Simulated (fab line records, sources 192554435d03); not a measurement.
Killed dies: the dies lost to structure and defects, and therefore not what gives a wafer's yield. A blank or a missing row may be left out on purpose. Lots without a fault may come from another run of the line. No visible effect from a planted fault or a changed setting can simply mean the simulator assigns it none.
Which tool did it?    flow n5_finfet    12 lots, 36 wafers sampled, at 1 step of a route of 1938

== WHAT EACH GAUGE READ, for each wafer ==
N5_BEOL_M14_OVL_MEAS_29.
lot   measured      on          M14_OVL (nm)
L076  day 11 01:35  overlay-01  4 0 2
L077  day 11 10:22  overlay-01  -1 7 5
L079  day 12 17:55  overlay-02  -10 1 -5
L081  day 12 22:35  overlay-02  2 -4 -9
L082  day 13 14:29  overlay-02  0 -4 -3
L085  day 14 05:10  overlay-02  5 -1 -9
L089  day 14 18:47  overlay-01  -7 -10 2
L088  day 15 11:23  overlay-01  -8 -6 -8
L092  day 15 20:14  overlay-02  -1 -4 4
L093  day 16 16:41  overlay-01  3 -8 -10
L097  day 16 21:06  overlay-01  -4 4 2
L096  day 17 05:44  overlay-02  -6 -1 -12

== TOOL THAT RAN EACH LOT (tool first, then ch and the chambers of the sampled wafers, then the start) ==
Record: no process step prior to these readings.

== THE ANSWER, worked out from the rows above alone ==
Rule: what is usual is taken from the lots themselves. Put in order of their means at a reading, lots are off if they are a third of the lots or fewer, leave a main group of 4 or more, and stand apart from it by a gap of 3 or more times the standard deviation of the main group's means; of several such gaps the widest counts. If all means in a main group match to the digits the tables above print for the reading, that group is not used. A lot without any number at a reading at which 4 lots or more have one is off too. Any other lot the step has rows for is counted as sound.
No lot is off on any of the readings shown, so nothing can be concluded from this.

== WHAT HAD BEEN PUT IN BY THE SIMULATOR ==
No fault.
